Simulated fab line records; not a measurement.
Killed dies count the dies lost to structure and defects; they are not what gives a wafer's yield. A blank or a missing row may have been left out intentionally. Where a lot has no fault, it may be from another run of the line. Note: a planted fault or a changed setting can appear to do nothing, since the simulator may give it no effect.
fab line records	flow n5Finfet
record lots=10	wafers=30	lastDay=17
route steps=1938 shown SPACER0@261 SD_EPI_N@289 SD_EPI_P@307 BEOL_M4@1111 PASSIVATION@1936
lots that met no fault: from a run of the same line without faults
startH: hours from the record's opening day to when the first of the lot's shown wafers began	waitH: hours since the lot's step before	" the same as in the row above	L1.1+2: a single row standing in for several wafers	- no value, or no start was given	* or withheld: withheld	< > ~ a bound
route shown NAME@n: names a module that has steps shown in the file, with the first one's number in the route	usual: the fault-free wafers' mean and standard deviation	same: alike in all rows	chamber/n: place in a boat	sites: each site's reading	_std_site: standard deviation across them	_edge_site: the outer-site mean with the inner-site mean subtracted	radiusMm: how far each site lies from the wafer's centre	mask NAME#n: copy n	behind: tool/chamber where the wafer was last shaped	hold: the reason the lot was held/the length of the hold in hours/how it ended	device: which transistor (n, p or np) failed to switch	end of line: at the end of the route, the tests of the same wafers	a step without rows: its recipe alone	killed: count of dies lost to structure and defects at first sort (not the wafer's yield)	map: per-die view of a wafer (x killed, . not killed, _ where there is no die)
set.NAME: setting as actually run; set.NAME@STEP: the setting as run at that earlier step	model.NAME: the simulator's own value behind a step, which no gauge read
steps of the route over a sample of lots; a table a step, a row a wafer
services: a tool's chamber out of use, with start hour (startH, from the record's first day; less than 0 if before it), hours out, and reason
## steps
# step N5_SPACER0_INSPECT_04
# recipe inspectInstrument=darkfield	mode=postDep
# usual rawDefectCount=128/28
lot.wafer	tool	chamber	startH	waitH	rawDefectCount
L320.1	defectInspect-01	-	64.32	0.1	119
L320.2	"	-	"	"	101
L320.4	"	-	"	"	86
L323.1	defectInspect-02	-	83.38	0.1	129
L323.2	"	-	"	"	159
L323.3	"	-	"	"	124
L325.1	defectInspect-02	-	93.49	0.1	105
L325.2	"	-	"	"	119
L325.6	"	-	"	"	153
L326.2	defectInspect-02	-	96.61	0.1	97
L326.5	"	-	"	"	127
L326.6	"	-	"	"	88
L329.3	defectInspect-01	-	121.82	0.1	148
L329.4	"	-	"	"	139
L329.5	"	-	"	"	152
L330.2	defectInspect-02	-	122.11	0.1	133
L330.5	"	-	"	"	133
L330.6	"	-	"	"	87
L332.1	defectInspect-02	-	133.17	0.1	150
L332.3	"	-	"	"	89
L332.4	"	-	"	"	157
L333.1	defectInspect-02	-	138.28	0.1	160
L333.3	"	-	"	"	179
L333.6	"	-	"	"	148
L335.1	defectInspect-02	-	150.05	0.1	124
L335.5	"	-	"	"	158
L335.6	"	-	"	"	142
L341.3	defectInspect-02	-	185.84	0.1	106
L341.4	"	-	"	"	111
L341.5	"	-	"	"	135
# step N5_SD_EPI_N_EPI_MEAS_23
# recipe mode=xrd
# usual thkNm=59.3/1.1
lot.wafer	tool	chamber	startH	waitH	thkNm
L320.1	filmMetro-02	-	69.10	1.9	59.6
L320.2	"	-	"	"	57.7
L320.4	"	-	"	"	58.2
L323.1	filmMetro-02	-	88.98	2.5	58.4
L323.2	"	-	"	"	60.3
L323.3	"	-	"	"	60.3
L325.1	filmMetro-02	-	97.43	1.4	58.3
L325.2	"	-	"	"	59.0
L325.6	"	-	"	"	58.4
L326.2	filmMetro-02	-	102.25	2.0	59.9
L326.5	"	-	"	"	58.7
L326.6	"	-	"	"	59.3
L330.2	filmMetro-02	-	127.14	1.5	60.8
L330.5	"	-	"	"	60.3
L330.6	"	-	"	"	60.2
L329.3	filmMetro-01	-	127.30	1.5	58.1
L329.4	"	-	"	"	58.6
L329.5	"	-	"	"	59.0
L332.1	filmMetro-02	-	138.79	2.5	60.9
L332.3	"	-	"	"	57.4
L332.4	"	-	"	"	59.4
L333.1	filmMetro-01	-	145.81	3.4	59.2
L333.3	"	-	"	"	60.9
L333.6	"	-	"	"	60.2
L335.1	filmMetro-02	-	153.82	1.5	57.8
L335.5	"	-	"	"	57.4
L335.6	"	-	"	"	59.2
L341.3	filmMetro-02	-	190.70	1.2	59.9
L341.4	"	-	"	"	59.3
L341.5	"	-	"	"	57.4
# step N5_SD_EPI_N_LINER_46
# recipe material=SiNx	targetThkA=30	tempC=400	aldPrecursorFamily=SiH2I2	aldCoReactant=N2/H2-plasma	pressureTorr=2
# usual heaterPowerW=858/83
lot.wafer	tool	chamber	startH	waitH	heaterPowerW
L320.1	aldSin-03	0	69.54	0.3	741
L320.2	"	3	"	"	760
L320.4	"	2	"	"	799
L323.1	aldSin-02	2	89.28	0.2	808
L323.2	"	1	"	"	803
L323.3	"	0	"	"	987
L325.1	aldSin-02	0	98.34	0.8	1001
L325.2	"	3	"	"	937
L325.6	"	2	"	"	799
L326.2	aldSin-02	1	102.56	0.1	803
L326.5	"	3	"	"	944
L326.6	"	0	"	"	996
L330.2	aldSin-01	1	127.44	0.1	897
L330.5	"	0	"	"	963
L330.6	"	3	"	"	804
L329.3	aldSin-01	1	127.66	0.2	871
L329.4	"	3	"	"	796
L329.5	"	3	"	"	770
L332.1	aldSin-01	2	139.10	0.2	802
L332.3	"	3	"	"	771
L332.4	"	0	"	"	976
L333.1	aldSin-02	0	146.11	0.2	977
L333.3	"	2	"	"	816
L333.6	"	1	"	"	801
L335.1	aldSin-03	2	154.60	0.6	795
L335.5	"	2	"	"	814
L335.6	"	3	"	"	800
L341.3	aldSin-01	3	191.01	0.1	773
L341.4	"	1	"	"	880
L341.5	"	3	"	"	778
# step N5_SD_EPI_P_ETCH_36
# recipe chemistry=CF4	target=SiARC	targetDepthA=455	maskMaterial=CAR-ArF-block	timeS=75.8	ionEnergyEv=80	pressureMtorr=40	sourceW=545	biasW=36	Ar_flow_sccm=100	cf4FlowSccm=100	ends=cleared
# usual biasW=35.99/0.12	drypumpMotorCurrentA=5.5/0.43	etchRfOnTimeS=75.5/0.98	oesProductAu=0.67/0.072	rfVppV=184.4/1.2	showerheadPlenumPTorr=2.16/0.054	throttleValvePct=15.56/0.24
lot.wafer	tool	chamber	startH	waitH	biasW	drypumpMotorCurrentA	etchRfOnTimeS	oesProductAu	rfHoursCounterH	rfVppV	showerheadPlenumPTorr	throttleValvePct
L320.1	rieDiel-03	1	70.32	0.0	36.03	5.4	73.5	0.73	75	184.8	2.17	15.40
L320.2	"	2	"	"	36.05	4.8	75.7	0.60	226	185.2	2.21	15.87
L320.4	"	3	"	"	36.03	5.4	75.4	0.62	160	183.5	2.14	15.59
L323.1	rieDiel-03	0	90.05	0.0	35.92	5.5	75.0	0.73	68	182.9	2.16	15.40
L323.2	"	1	"	"	35.88	5.4	74.5	0.73	78	182.5	2.17	15.42
L323.3	"	2	"	"	36.03	4.8	75.8	0.59	232	185.3	2.20	15.91
L325.1	rieDiel-03	3	99.20	0.0	35.91	5.4	76.5	0.62	169	184.8	2.14	15.60
L325.2	"	0	"	"	35.95	5.5	75.3	0.72	71	184.1	2.16	15.42
L325.6	"	1	"	"	35.92	5.4	74.5	0.72	-	184.3	2.17	15.42
L326.2	rieDiel-02	3	103.50	0.0	35.78	5.8	76.6	0.65	151	185.0	2.23	15.63
L326.5	"	3	"	"	35.78	5.8	76.4	0.65	-	186.4	2.23	15.64
L326.6	"	2	"	"	36.01	5.1	74.7	0.68	-	183.9	2.14	15.67
L330.2	rieDiel-03	2	128.44	0.0	35.89	4.8	76.3	0.59	245	184.9	2.20	15.91
L330.5	"	0	"	"	35.84	5.5	74.6	0.71	-	183.7	2.16	15.43
L330.6	"	1	"	"	36.06	5.4	74.3	0.71	-	185.2	2.16	15.41
L329.3	rieDiel-02	1	128.77	0.0	36.03	5.4	76.1	0.77	18	184.1	2.18	15.25
L329.4	"	3	"	"	35.97	5.8	76.3	0.64	159	185.4	2.23	15.67
L329.5	"	1	"	"	36.01	5.4	75.0	0.78	-	184.1	2.18	15.25
L332.1	rieDiel-03	3	139.87	0.0	37.77	5.3	75.2	0.62	181	189.1	2.13	15.61
L332.3	"	0	"	"	37.84	5.5	73.7	0.71	83	189.3	2.16	15.44
L332.4	"	2	"	"	37.80	4.8	74.8	0.59	248	190.0	2.20	15.92
L333.1	rieDiel-02	0	146.88	0.0	36.13	5.9	75.4	0.80	19	186.0	2.27	15.06
L333.3	"	3	"	"	36.01	5.8	75.9	0.63	164	184.2	2.23	15.66
L333.6	"	0	"	"	36.13	5.9	75.3	0.80	-	184.7	2.27	15.05
L335.1	rieDiel-03	1	155.37	0.0	37.59	5.5	73.6	0.71	98	188.8	2.16	15.45
L335.5	"	3	"	"	37.61	5.4	74.7	0.62	-	189.4	2.13	15.65
L335.6	"	1	"	"	37.80	5.5	73.1	0.71	-	188.2	2.16	15.44
L341.3	rieDiel-05	2	191.68	0.0	35.99	6.3	76.8	0.59	220	183.6	2.03	15.92
L341.4	"	0	"	"	35.93	6.5	76.8	0.58	235	184.9	2.12	16.00
L341.5	"	1	"	"	35.85	5.0	78.1	0.61	-	184.0	2.20	15.53
# step N5_BEOL_M4_RC_MEAS_101
# usual DIBL_N=36.4/1.5	DIBL_P=36.6/1.9	IOFF_N=0.155/0.021	IOFF_P=0.211/0.028	ION_N=671/8.6	ION_P=462/5.8	SS_N=71.5/0.5	SS_P=73.4/0.58	VT_N=250.1/2.4	VT_P=-250.1/3
lot.wafer	tool	chamber	startH	waitH	DIBL_N[mV/V]	DIBL_P[mV/V]	IOFF_N[nA/um]	IOFF_P[nA/um]	ION_N[uA/um]	ION_P[uA/um]	SS_N[mV/dec]	SS_P[mV/dec]	VT_N[mV]	VT_P[mV]
L320.1	prober-01	0	178.75	0.0	36.4	37.3	0.155	0.241	671	472	71.1	73.9	248.2	-247.0
L320.2	"	0	"	"	36.8	37.6	0.159	0.256	664	466	70.7	73.5	248.4	-247.3
L320.4	"	0	"	"	36.8	38.0	0.158	0.251	675	469	71.4	74.1	250.2	-246.1
L323.1	prober-01	0	190.62	0.0	34.9	34.8	0.137	0.224	657	464	70.6	72.8	254.1	-246.3
L323.2	"	0	"	"	34.0	33.9	0.129	0.204	661	463	70.9	72.6	256.0	-251.0
L323.3	"	0	"	"	33.9	33.5	0.126	0.202	660	466	71.0	72.7	249.6	-251.1
L325.1	prober-01	0	208.23	0.0	37.1	38.8	0.171	0.237	675	466	72.0	73.4	248.3	-246.5
L325.2	"	0	"	"	36.5	37.6	0.168	0.222	674	463	71.3	73.5	247.9	-247.4
L325.6	"	0	"	"	36.7	38.3	0.163	0.237	675	464	71.5	73.5	249.0	-246.5
L326.2	prober-01	0	214.80	0.2	35.8	36.1	0.159	0.205	677	461	71.3	73.3	249.3	-251.5
L326.5	"	0	"	"	37.2	38.0	0.187	0.236	683	462	71.7	73.5	245.6	-248.7
L326.6	"	0	"	"	34.7	35.6	0.134	0.195	658	456	70.5	73.3	251.4	-252.2
L330.2	prober-01	0	236.81	0.2	34.5	32.8	0.128	0.193	666	461	70.5	73.8	250.2	-249.4
L330.5	"	0	"	"	38.3	37.4	0.196	0.279	681	475	71.3	73.9	242.4	-240.7
L330.6	"	0	"	"	37.3	35.7	0.183	0.255	686	479	72.2	73.6	245.2	-242.6
L329.3	prober-02	0	237.28	0.3	38.7	38.5	0.179	0.225	667	459	71.6	74.1	249.6	-251.0
L329.4	"	0	"	"	37.9	37.2	0.162	0.197	675	458	72.3	73.1	250.2	-252.6
L329.5	"	0	"	"	35.8	34.8	0.128	0.170	660	449	71.3	73.0	255.4	-253.6
L332.1	prober-02	0	244.49	0.0	36.9	36.7	0.175	0.236	675	459	70.7	73.8	246.6	-248.5
L332.3	"	0	"	"	36.0	35.0	0.158	0.202	670	460	71.4	73.5	248.5	-249.7
L332.4	"	0	"	"	34.8	33.6	0.136	0.183	655	455	71.3	72.8	252.5	-252.3
L333.1	prober-02	0	253.13	0.0	36.7	36.3	0.153	0.211	667	461	71.8	73.5	250.2	-251.3
L333.3	"	0	"	"	37.1	36.5	0.157	0.212	678	467	71.4	73.0	248.7	-250.3
L333.6	"	0	"	"	37.5	38.4	0.169	0.252	690	474	71.5	74.4	245.7	-248.6
L335.1	prober-01	0	268.67	0.0	37.4	37.4	0.165	0.216	673	456	72.4	73.7	249.8	-250.1
L335.5	"	0	"	"	37.3	37.3	0.157	0.215	661	459	72.3	73.1	250.2	-250.8
L335.6	"	0	"	"	37.6	37.9	0.167	0.225	669	466	71.7	73.4	250.1	-247.8
L341.3	prober-02	0	308.56	0.3	37.5	37.3	0.160	0.168	675	452	72.1	73.6	248.8	-257.4
L341.4	"	0	"	"	36.8	37.3	0.155	0.173	675	458	70.9	73.6	248.2	-256.5
L341.5	"	0	"	"	38.2	38.1	0.175	0.183	691	461	71.8	73.1	247.3	-256.1
# step N5_PASSIVATION_PROBE_49
# usual defectLimitedYield=91.5/1.4	killed_at_M0_to_M3=33/10	killed_at_M4_up=13/5	killedAtContacts=13/5.6	killedAtFrontEnd=38/12	killedAtOther=3.9/2.7	killedDies=100/16	killedOnRim=13/4	killedOpen=66/13	killedShort=32/7.2	sort_bin_5_function=5.0/0.97	sort_bin_6_memory=3.2/0.61	sortNPass=1080/16	sortYieldPct=91.5/1.4
# same grossDies=1180	killedAtBackSide=0	sort_bin_4_leakage[%]=0	sort_bin_8_speed[%]=0
lot.wafer	tool	chamber	startH	waitH	defectLimitedYield[%]	killed_at_M0_to_M3	killed_at_M4_up	killedAtContacts	killedAtFrontEnd	killedAtOther	killedDies	killedOnRim	killedOpen	killedShort	sort_bin_5_function[%]	sort_bin_6_memory[%]	sortNPass	sortYieldPct[%]
L320.1	prober-01	-	283.11	0.0	92.8	26	12	8	29	10	85	11	47	34	4.6	2.3	1095	92.8
L320.2	prober-01	-	283.16	0.1	92.5	35	17	13	20	3	88	17	59	29	4.6	2.8	1092	92.5
L320.4	prober-01	-	283.26	0.2	94.1	25	13	9	22	1	70	10	46	22	3.6	2.1	1110	94.1
L323.1	prober-01	-	296.34	0.0	90.4	38	12	18	45	0	113	20	78	31	6.0	3.2	1067	90.4
L323.2	prober-01	-	296.39	0.1	91.8	34	16	22	24	1	97	19	75	21	4.5	3.5	1083	91.8
L323.3	prober-01	-	296.44	0.1	91.4	34	10	16	39	3	102	16	63	39	4.7	3.6	1078	91.4
L325.1	prober-01	-	314.04	0.4	94.0	26	14	8	21	2	71	6	53	18	3.6	2.4	1109	94.0
L325.2	prober-01	-	314.09	0.5	93.1	21	12	11	35	3	82	15	59	23	4.2	2.5	1098	93.1
L325.6	prober-01	-	314.29	0.7	94.9	15	15	6	23	1	60	6	39	17	2.3	2.5	1120	94.9
L326.2	prober-01	-	314.39	0.4	91.2	30	9	16	44	5	104	15	62	37	4.6	3.8	1076	91.2
L326.5	prober-01	-	314.54	0.5	90.9	30	12	15	48	2	107	14	65	35	5.7	3.0	1073	90.9
L326.6	prober-01	-	314.59	0.6	91.6	30	15	11	39	4	99	12	64	33	5.6	2.7	1081	91.6
L329.3	prober-02	-	336.39	0.1	91.6	46	8	1	42	2	99	10	50	48	5.4	2.7	1081	91.6
L329.4	prober-02	-	336.44	0.2	89.6	45	7	20	43	8	123	17	80	40	5.4	4.8	1057	89.6
L329.5	prober-02	-	336.49	0.2	91.4	39	16	9	28	10	102	15	75	25	5.3	3.1	1078	91.4
L330.2	prober-01	-	337.06	0.1	89.0	31	14	28	55	2	130	13	87	41	6.6	4.2	1050	89.0
L330.5	prober-01	-	337.21	0.2	90.3	43	14	20	32	5	114	14	74	39	5.2	3.8	1066	90.3
L330.6	prober-01	-	337.26	0.3	91.7	43	4	15	34	2	98	12	68	30	4.2	3.8	1082	91.7
L332.1	prober-01	-	346.67	0.0	91.7	44	7	8	37	2	98	17	60	38	4.7	3.3	1082	91.7
L332.3	prober-01	-	346.77	0.1	91.0	39	10	16	37	4	106	18	79	27	5.9	2.8	1074	91.0
L332.4	prober-01	-	346.82	0.2	92.8	25	10	6	42	2	85	11	63	22	3.6	3.6	1095	92.8
L333.1	prober-02	-	356.75	0.0	92.6	29	19	18	21	0	87	13	54	33	4.6	2.5	1093	92.6
L333.3	prober-02	-	356.85	0.1	91.1	52	14	12	24	3	105	15	74	29	5.6	3.1	1075	91.1
L333.6	prober-02	-	357.00	0.3	92.2	36	6	8	39	3	92	11	71	20	5.2	2.5	1088	92.2
L335.1	prober-01	-	379.30	0.0	91.2	29	8	26	32	9	104	13	77	25	5.3	3.5	1076	91.2
L335.5	prober-01	-	379.50	0.2	93.1	45	6	9	15	6	81	11	51	29	4.1	2.5	1099	93.1
L335.6	prober-01	-	379.55	0.3	90.5	44	11	17	32	8	112	18	66	41	5.3	3.9	1068	90.5
L341.3	prober-01	-	413.66	0.1	90.5	35	11	11	49	6	112	17	81	31	4.9	4.4	1068	90.5
L341.4	prober-01	-	413.71	0.2	93.3	32	18	9	17	3	79	10	53	23	4.3	2.3	1101	93.3
L341.5	prober-01	-	413.76	0.2	92.7	24	9	17	35	1	86	10	60	26	3.6	3.4	1094	92.7
# killed by level:class
L320.1 BEOL_M2:geometricParticle:open=8 MOL_CONTACT_COAG:geometricParticle:open=6 BEOL_M4:geometricParticle:short=6 STI_FIN_REVEAL:geometricParticle:open=5 STARTING-WAFER:geometricParticle:open=5 BEOL_M0_SAQP:geometricParticle:open=4 GATE_CUT:geometricParticle:short=3 BEOL_M0_SAQP:geometricParticle:short=3
L320.2 MOL_CONTACT_COAG:geometricParticle:open=12 BEOL_M4:geometricParticle:open=10 BEOL_M0_SAQP:geometricParticle:open=7 BEOL_M1:geometricParticle:open=7 BEOL_M1:geometricParticle:short=7 FIN_SAQP:geometricParticle:short=5 FIN_SAQP:geometricParticle:open=4 BEOL_M0_SAQP:geometricParticle:short=4
L320.4 MOL_CONTACT_COAG:geometricParticle:open=8 BEOL_M0_SAQP:geometricParticle:short=8 BEOL_M1:geometricParticle:open=6 BEOL_M0_SAQP:geometricParticle:open=6 BEOL_M4:geometricParticle:open=5 BEOL_M4:geometricParticle:short=5 STARTING-WAFER:geometricParticle:short=4 FIN_SAQP:geometricParticle:short=3
L323.1 MOL_CONTACT_COAG:geometricParticle:open=16 STI_FIN_REVEAL:geometricParticle:open=12 BEOL_M0_SAQP:geometricParticle:short=12 BEOL_M0_SAQP:geometricParticle:open=10 FIN_SAQP:geometricParticle:open=7 BEOL_M3:geometricParticle:open=5 ILD0:geometricParticle:open=5 FIN_SAQP:geometricParticle:short=4
L323.2 MOL_CONTACT_COAG:geometricParticle:open=18 STI_FIN_REVEAL:geometricParticle:open=9 BEOL_M0_SAQP:geometricParticle:open=9 BEOL_M7:geometricParticle:open=9 BEOL_M0:geometricParticle:short=6 BEOL_M3:geometricParticle:open=5 STARTING-WAFER:geometricParticle:open=5 MOL_CONTACT_COAG:geometricParticle:short=4
L323.3 MOL_CONTACT_COAG:geometricParticle:open=13 BEOL_M0_SAQP:geometricParticle:open=8 BEOL_M0_SAQP:geometricParticle:short=8 STI_FIN_REVEAL:geometricParticle:open=7 BEOL_M2:geometricParticle:open=6 ILD0:geometricParticle:short=5 BEOL_M3:geometricParticle:open=5 STARTING-WAFER:geometricParticle:open=5
L325.1 STI_FIN_REVEAL:geometricParticle:open=8 BEOL_M0_SAQP:geometricParticle:open=7 MOL_CONTACT_COAG:geometricParticle:open=6 BEOL_M0_SAQP:geometricParticle:short=5 DUMMY_GATE:geometricParticle:open=4 BEOL_M2:geometricParticle:open=4 BEOL_M3:geometricParticle:open=4 BEOL_M4:geometricParticle:open=4
L325.2 STI_FIN_REVEAL:geometricParticle:open=13 MOL_CONTACT_COAG:geometricParticle:open=10 STI_FIN_REVEAL:geometricParticle:short=5 BEOL_M3:geometricParticle:open=5 BEOL_M2:geometricParticle:open=4 STARTING-WAFER:geometricParticle:short=4 BEOL_M0_SAQP:geometricParticle:open=3 BEOL_M0:geometricParticle:short=3
L325.6 MOL_CONTACT_COAG:geometricParticle:open=5 BEOL_M1:geometricParticle:open=5 STI_FIN_REVEAL:geometricParticle:open=4 BEOL_M4:geometricParticle:open=4 BEOL_M0_SAQP:geometricParticle:open=3 DUMMY_GATE:geometricParticle:short=2 DUMMY_GATE:geometricParticle:open=2 GATE_CUT:geometricParticle:short=2
L326.2 STI_FIN_REVEAL:geometricParticle:open=15 MOL_CONTACT_COAG:geometricParticle:open=12 FIN_SAQP:geometricParticle:open=11 BEOL_M0_SAQP:geometricParticle:short=10 FIN_SAQP:geometricParticle:short=8 BEOL_M0_SAQP:geometricParticle:open=6 STI_FIN_REVEAL:geometricParticle:short=4 MOL_CONTACT_COAG:geometricParticle:short=4
L326.5 STI_FIN_REVEAL:geometricParticle:open=22 MOL_CONTACT_COAG:geometricParticle:open=11 BEOL_M1:geometricParticle:open=8 FIN_SAQP:geometricParticle:short=6 BEOL_M2:geometricParticle:short=5 STI_FIN_REVEAL:geometricParticle:short=4 MOL_CONTACT_COAG:geometricParticle:short=4 BEOL_M2:geometricParticle:open=4
L326.6 MOL_CONTACT_COAG:geometricParticle:open=10 STI_FIN_REVEAL:geometricParticle:open=9 GATE_CUT:geometricParticle:short=9 BEOL_M4:geometricParticle:open=9 BEOL_M0:geometricParticle:open=6 FIN_SAQP:geometricParticle:open=5 BEOL_M0_SAQP:geometricParticle:short=5 BEOL_M0_SAQP:geometricParticle:open=5
L329.3 BEOL_M0_SAQP:geometricParticle:short=14 GATE_CUT:geometricParticle:short=12 BEOL_M0_SAQP:geometricParticle:open=10 FIN_SAQP:geometricParticle:open=5 FIN_SAQP:geometricParticle:short=5 SPACER0:geometricParticle:short=5 BEOL_M2:geometricParticle:open=5 BEOL_M3:geometricParticle:open=5
L329.4 MOL_CONTACT_COAG:geometricParticle:open=16 BEOL_M2:geometricParticle:open=15 BEOL_M1:geometricParticle:open=12 SPACER0:geometricParticle:short=7 FIN_SAQP:geometricParticle:short=6 BEOL_M0_SAQP:geometricParticle:open=6 FIN_SAQP:geometricParticle:open=5 SPACER0:geometricParticle:open=5
L329.5 BEOL_M0_SAQP:geometricParticle:open=16 MOL_CONTACT_COAG:geometricParticle:open=8 BEOL_M0_SAQP:geometricParticle:short=8 FIN_SAQP:geometricParticle:open=6 BEOL_M2:geometricParticle:open=6 BEOL_M5:geometricParticle:open=5 STI_FIN_REVEAL:geometricParticle:open=4 SPACER0:geometricParticle:open=4
L330.2 STI_FIN_REVEAL:geometricParticle:open=25 MOL_CONTACT_COAG:geometricParticle:open=20 FIN_SAQP:geometricParticle:open=9 BEOL_M0_SAQP:geometricParticle:open=9 BEOL_M0_SAQP:geometricParticle:short=9 FIN_SAQP:geometricParticle:short=8 MOL_CONTACT_COAG:geometricParticle:short=8 BEOL_M1:geometricParticle:open=7
L330.5 MOL_CONTACT_COAG:geometricParticle:open=15 BEOL_M0_SAQP:geometricParticle:short=13 BEOL_M0_SAQP:geometricParticle:open=13 FIN_SAQP:geometricParticle:open=9 BEOL_M4:geometricParticle:open=7 FIN_SAQP:geometricParticle:short=6 STI_FIN_REVEAL:geometricParticle:open=6 BEOL_M1:geometricParticle:open=5
L330.6 FIN_SAQP:geometricParticle:open=15 MOL_CONTACT_COAG:geometricParticle:open=14 BEOL_M2:geometricParticle:open=12 BEOL_M1:geometricParticle:open=7 BEOL_M3:geometricParticle:open=7 BEOL_M0_SAQP:geometricParticle:short=6 FIN_SAQP:geometricParticle:short=5 BEOL_M0_SAQP:geometricParticle:open=5
L332.1 BEOL_M0_SAQP:geometricParticle:short=15 STI_FIN_REVEAL:geometricParticle:open=13 BEOL_M0_SAQP:geometricParticle:open=13 GATE_CUT:geometricParticle:short=8 FIN_SAQP:geometricParticle:short=6 MOL_CONTACT_COAG:geometricParticle:open=6 BEOL_M3:geometricParticle:open=5 FIN_SAQP:geometricParticle:open=4
L332.3 MOL_CONTACT_COAG:geometricParticle:open=16 BEOL_M3:geometricParticle:open=12 STI_FIN_REVEAL:geometricParticle:open=9 DUMMY_GATE:geometricParticle:open=8 BEOL_M0_SAQP:geometricParticle:open=8 BEOL_M0_SAQP:geometricParticle:short=6 STARTING-WAFER:geometricParticle:short=5 BEOL_M2:geometricParticle:open=4
L332.4 STI_FIN_REVEAL:geometricParticle:open=23 MOL_CONTACT_COAG:geometricParticle:open=6 BEOL_M0_SAQP:geometricParticle:short=6 BEOL_M1:geometricParticle:open=5 BEOL_M4:geometricParticle:open=4 BEOL_M0_SAQP:geometricParticle:open=4 BEOL_M3:geometricParticle:open=4 DUMMY_GATE:geometricParticle:open=3
L333.1 MOL_CONTACT_COAG:geometricParticle:open=10 BEOL_M4:geometricParticle:open=9 MOL_CONTACT_COAG:geometricParticle:short=8 BEOL_M3:geometricParticle:open=8 FIN_SAQP:geometricParticle:open=4 BEOL_M0_SAQP:geometricParticle:short=4 BEOL_M2:geometricParticle:short=4 STI_FIN_REVEAL:geometricParticle:open=3
L333.3 BEOL_M0_SAQP:geometricParticle:short=12 BEOL_M3:geometricParticle:open=11 MOL_CONTACT_COAG:geometricParticle:open=9 BEOL_M2:geometricParticle:open=8 BEOL_M0_SAQP:geometricParticle:open=6 BEOL_M4:geometricParticle:open=6 DUMMY_GATE:geometricParticle:open=5 BEOL_M0:geometricParticle:open=5
L333.6 STI_FIN_REVEAL:geometricParticle:open=11 BEOL_M1:geometricParticle:open=10 FIN_SAQP:geometricParticle:short=9 BEOL_M0_SAQP:geometricParticle:open=9 FIN_SAQP:geometricParticle:open=8 MOL_CONTACT_COAG:geometricParticle:open=8 BEOL_M2:geometricParticle:open=7 ILD0:geometricParticle:open=4
L335.1 MOL_CONTACT_COAG:geometricParticle:open=24 STI_FIN_REVEAL:geometricParticle:open=16 BEOL_M0_SAQP:geometricParticle:open=8 BEOL_M0_SAQP:geometricParticle:short=7 BEOL_M1:geometricParticle:open=5 DUMMY_GATE:geometricParticle:open=5 BEOL_M2:geometricParticle:short=3 FIN_SAQP:geometricParticle:short=2
L335.5 BEOL_M1:geometricParticle:open=17 BEOL_M0_SAQP:geometricParticle:short=9 MOL_CONTACT_COAG:geometricParticle:open=6 BEOL_M0_SAQP:geometricParticle:open=5 DUMMY_GATE:geometricParticle:open=4 BEOL_M1:geometricParticle:short=4 MOL_CONTACT_COAG:geometricParticle:short=3 STARTING-WAFER:geometricParticle:short=3
L335.6 BEOL_M1:geometricParticle:open=17 MOL_CONTACT_COAG:geometricParticle:open=15 BEOL_M0_SAQP:geometricParticle:short=12 GATE_CUT:geometricParticle:short=6 DUMMY_GATE:geometricParticle:open=5 BEOL_M2:geometricParticle:open=5 STARTING-WAFER:geometricParticle:short=4 STI_FIN_REVEAL:geometricParticle:open=3
L341.3 STI_FIN_REVEAL:geometricParticle:open=15 BEOL_M0_SAQP:geometricParticle:open=11 MOL_CONTACT_COAG:geometricParticle:open=10 DUMMY_GATE:geometricParticle:open=7 BEOL_M0_SAQP:geometricParticle:short=7 BEOL_M1:geometricParticle:open=6 BEOL_M4:geometricParticle:open=6 BEOL_M2:geometricParticle:open=5
L341.4 BEOL_M4:geometricParticle:open=9 BEOL_M0_SAQP:geometricParticle:open=8 BEOL_M0_SAQP:geometricParticle:short=7 MOL_CONTACT_COAG:geometricParticle:open=6 BEOL_M1:geometricParticle:open=5 BEOL_M2:geometricParticle:open=5 FIN_SAQP:geometricParticle:open=4 STI_FIN_REVEAL:geometricParticle:open=3
L341.5 MOL_CONTACT_COAG:geometricParticle:open=15 STI_FIN_REVEAL:geometricParticle:open=7 BEOL_M0_SAQP:geometricParticle:short=5 BEOL_M3:geometricParticle:open=5 STARTING-WAFER:geometricParticle:open=5 BEOL_M0_SAQP:geometricParticle:open=4 FIN_SAQP:geometricParticle:short=3 DUMMY_GATE:geometricParticle:open=3
## services
tool	chamber	startH	hours	kind
aldSin-01	-	46.61	14.6	pm
aldSin-03	2	56.11	4.3	repair
rieDiel-03	1	71.18	4.8	repair
aldSin-01	-	76.81	6.0	pm
rieDiel-05	1	79.88	4.9	repair
aldSin-01	-	86.21	14.0	pm
aldSin-01	0	86.21	14.0	ventCycle
aldSin-01	1	86.21	14.0	ventCycle
aldSin-01	2	86.21	14.0	ventCycle
aldSin-01	3	86.21	14.0	ventCycle
aldSin-01	0	100.21	-	clean
aldSin-01	1	100.21	-	clean
aldSin-01	2	100.21	-	clean
aldSin-01	3	100.21	-	clean
rieDiel-02	1	110.06	6.0	repair
rieDiel-03	-	130.92	0.7	repair
rieDiel-02	-	140.34	0.4	repair
rieDiel-03	2	145.58	-	clean
rieDiel-03	2	145.58	-	consumableReplace:focusRing
rieDiel-03	2	145.58	13.5	scheduledDown
rieDiel-03	2	145.58	13.5	ventCycle
aldSin-03	2	148.19	5.8	repair
rieDiel-03	1	149.89	4.6	repair
aldSin-03	-	176.83	14.0	pm
## key
firstSign step=N5_SD_EPI_P_ETCH_36	reading=biasW	direction=up	sigmas=15	usual=*	struck=*
effect step=N5_SD_EPI_P_ETCH_36	reading=rfVppV	direction=up	sigmas=4.1	usual=184.4	struck=189.1
metAt N5_SD_EPI_P_ETCH_36
struckLots L332,L335
notActingAt N5_SPACER0_INSPECT_04,N5_SD_EPI_N_EPI_MEAS_23,N5_SD_EPI_N_LINER_46
onsetBetween 128.44 139.87
fault kind=processParameterDrift	tool=rieDiel-03	chamber=-	onsetH=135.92	steps=N5_SD_EPI_P_ETCH_36	channel=biasW	offset=*	shape=step	endH=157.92	actsIn=*	stated=*
